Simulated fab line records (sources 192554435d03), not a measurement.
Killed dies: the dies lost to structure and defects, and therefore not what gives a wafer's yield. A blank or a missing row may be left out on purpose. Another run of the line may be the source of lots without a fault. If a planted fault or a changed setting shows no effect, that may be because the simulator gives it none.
One fault through the eyes of 2 desks -- flow n5Finfet -- numbers are kept per desk, each desk with only its own; the story behind them comes last

FOR THE TOOL OWNER'S DESK: aldMetal-03
The tool's own readings at N5_BEOL_M0_ALD_136 (deposits TaN, pulse time 2 s, purge time 3 s, co reactant purge time 2 s): means of the sampled wafers that have a number, for each lot that ran on this tool. Any lot whose mean is over 4 standard deviations away from the usual mean is out of limits and marked OUT; that distance is given in the brackets.
Columns: A = heaterPowerW at N5_BEOL_M0_ALD_136, usual 403 W; B = precursorVesselCarrierSccm at N5_BEOL_M0_ALD_136, usual 1000 sccm
lot,first seen here,A,B
L121,day 7 12:46,416,996
L125,day 7 22:13,445,997
L135,day 10 11:08,414,999
L134,day 10 11:23,412,1006
This desk found nothing out of limits on any of the 4 lots.

THE METROLOGY DESK
Means of the sampled wafers that have a number, per lot and without regard to the tool the lot ran on: this is what the gauges read. Any lot whose mean is over 4 standard deviations away from the usual mean is out of limits and marked OUT; that distance is given in the brackets. Only the readings that lie furthest out on some lot appear, 7 of the 11 it has.
Columns: A = trenchDepthNm at N5_BEOL_M0_OCD_MEAS_108, usual 32.9 nm; B = DIBL_N at N5_BEOL_M4_RC_MEAS_101, usual 35.8 mV/V; C = DIBL_P at N5_BEOL_M4_RC_MEAS_101, usual 36.0 mV/V; D = IOFF_N at N5_BEOL_M4_RC_MEAS_101, usual 0.151 nA/um; E = IOFF_P at N5_BEOL_M4_RC_MEAS_101, usual 0.21 nA/um; F = VT_N at N5_BEOL_M4_RC_MEAS_101, usual 251 mV; G = VT_P at N5_BEOL_M4_RC_MEAS_101, usual -250 mV
lot,first seen here,A,B,C,D,E,F,G
L121,day 7 11:05,33.7,37.0,36.7,0.147,0.21,250,-249
L125,day 7 20:13,32.6,34.7,34.2,0.119,0.16,254,-253
L135,day 10 10:26,32.4,35.0,35.1,0.142,0.19,250,-252
L134,day 10 10:32,32.7,34.2,34.2,0.138,0.18,251,-251
L140,day 11 13:25,33.8,33.0,33.5,0.109,0.17,257,-252
L139,day 11 17:10,32.7,34.7,34.3,0.122,0.17,254,-255
This desk found nothing out of limits on any of the 6 lots.

PUT TOGETHER
The desk of the tool owner found nothing out of limits.
The metrology desk saw nothing out of limits.

WHAT HAD BEEN PUT IN BY THE SIMULATOR
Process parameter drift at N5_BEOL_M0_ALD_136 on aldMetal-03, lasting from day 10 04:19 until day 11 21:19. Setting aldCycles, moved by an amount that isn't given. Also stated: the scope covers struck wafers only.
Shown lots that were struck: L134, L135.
